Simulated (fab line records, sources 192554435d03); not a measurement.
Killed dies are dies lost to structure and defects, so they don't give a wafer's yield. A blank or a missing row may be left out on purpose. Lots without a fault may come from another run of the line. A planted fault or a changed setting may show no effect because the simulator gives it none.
Chamber matching | flow n5_finfet | N5_FIN_CUT_ETCH_20 on rie_diel-02: 4 sister chambers
The step etches SiARC in CF4, target depth 26 nm, time 43.3 s. 8 wafers are shown with their chamber, then 10 later ones without.

WAFERS WITH THEIR CHAMBER
wafer  | chamber | drypump_motor_current_A (A) | showerhead_plenum_p_Torr (Torr)
L084.5 | 1       | 6.2                         | 2.07
L085.2 | 1       | 6.2                         | 2.07
L085.3 | 3       | 6.6                         | 2.20
L086.1 | 2       | 6.1                         | 2.15
L086.3 | 3       | 6.6                         | 2.20
L086.4 | 0       | 5.1                         | 2.26
L087.2 | 2       | 6.2                         | 2.15
L087.3 | 0       | 5.1                         | 2.25

WAFERS WITHOUT THEIR CHAMBER
wafer  | drypump_motor_current_A (A) | showerhead_plenum_p_Torr (Torr)
L087.5 | 6.2                         | 2.07
L092.1 | 6.1                         | 2.07
L092.2 | 6.6                         | 2.20
L092.4 | 6.1                         | 2.15
L095.1 | 6.2                         | 2.07
L095.2 | 6.1                         | 2.14
L095.4 | 6.6                         | 2.20
L097.1 | 6.1                         | 2.06
L097.2 | 5.1                         | 2.25
L097.6 | 6.6                         | 2.20

WHICH CHAMBER EACH WENT THROUGH
wafer  | from the rows above | in truth
L087.5 | 1                   | 1
L092.1 | 1                   | 1
L092.2 | 3                   | 3
L092.4 | 2                   | 2
L095.1 | 1                   | 1
L095.2 | 2                   | 2
L095.4 | 3                   | 3
L097.1 | 1                   | 1
L097.2 | 0                   | 0
L097.6 | 3                   | 3
Placed correctly: 10 of 10. Can't be placed from these rows: 0. Placed wrongly: 0.
How it was worked out, from the rows above alone: a wafer's distance from a chamber is the root of the sum, over the readings, of the square of ((its reading less the chamber's mean) divided by the reading's scatter). The wafer belongs to the nearest chamber; if the next one is less than 2 further off, it can't be placed. A chamber's mean is the mean of its shown wafers. The scatter: the root of (the sum of the squares of (reading less its chamber's mean) over the shown wafers, divided by (wafers less chambers)).
